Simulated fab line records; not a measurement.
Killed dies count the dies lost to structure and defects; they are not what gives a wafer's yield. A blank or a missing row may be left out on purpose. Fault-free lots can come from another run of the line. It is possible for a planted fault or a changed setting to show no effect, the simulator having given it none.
Chamber matching    flow nand_harc    NHARC_A_CONTACT_CMP_20 on cmp-04 has 4 sister chambers
The step polishes, t overpolish 30 s, target thk 300 nm. 16 wafers are shown with their chamber, then 8 later ones without.

EACH WAFER AND ITS CHAMBER
wafer   chamber  motor_current_A (A)  overpolish_run_s (s)  time_to_endpoint_s (s)
L082.1  1        13.3                 29.979                59
L082.2  2        12.1                 29.997                61
L082.4  0        10.9                 30.000                61
L088.1  2        11.6                 29.997                54
L088.3  3        14.5                 30.003                58
L088.5  3        13.7                 30.008                56
L087.2  2        11.8                 29.994                60
L087.3  3        13.4                 30.016                59
L087.4  0        11.3                 29.986                58
L087.1  1        13.8                 29.993                56
L087.5  2        11.3                 30.002                56
L087.6  3        14.6                 29.992                57
L089.1  3        13.5                 29.999                63
L089.2  2        11.6                 30.009                63
L089.6  0        11.4                 29.992                63
L093.2  1        13.5                 29.995                60

SIGNATURES (averages over the wafers above)
reading             chamber 0  chamber 1  chamber 2  chamber 3  scatter within a chamber
motor_current_A     11.200     13.533     11.680     13.940     0.399
overpolish_run_s    29.99267   29.98900   29.99980   30.00360   0.00774
time_to_endpoint_s  60.67      58.33      58.80      58.60      2.96
Rule: distance of a wafer from a chamber = root of the sum over the readings of ((wafer's reading minus chamber's mean) / reading's scatter) squared. If the next closest chamber is less than 2 further off than the closest, the wafer can't be placed; otherwise it belongs to the closest. The scatter: take each reading less its chamber's mean, square it, sum over the shown wafers, divide by the number of wafers less the number of chambers, and take the root.

WAFERS WITHOUT THEIR CHAMBER
wafer   motor_current_A (A)  overpolish_run_s (s)  time_to_endpoint_s (s)
L093.3  11.1                 30.005                60
L093.6  11.5                 30.006                63
L096.1  13.7                 29.993                57
L096.2  11.7                 29.987                60
L096.3  11.4                 29.994                57
L097.3  13.4                 30.008                61
L097.4  14.0                 29.997                62
L097.6  13.3                 29.996                61

WHICH CHAMBER EACH ONE RAN IN
wafer   from the rows above      in truth
L093.3  can't be placed: 0 or 2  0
L093.6  can't be placed: 2 or 0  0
L096.1  can't be placed: 1 or 3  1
L096.2  can't be placed: 0 or 2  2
L096.3  can't be placed: 2 or 0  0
L097.3  can't be placed: 3 or 1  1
L097.4  can't be placed: 3 or 1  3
L097.6  can't be placed: 1 or 3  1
Correctly placed: 0 of 8. Not placeable from these rows: 8 (in 8, the candidates include the true chamber). Number placed wrongly: 0.
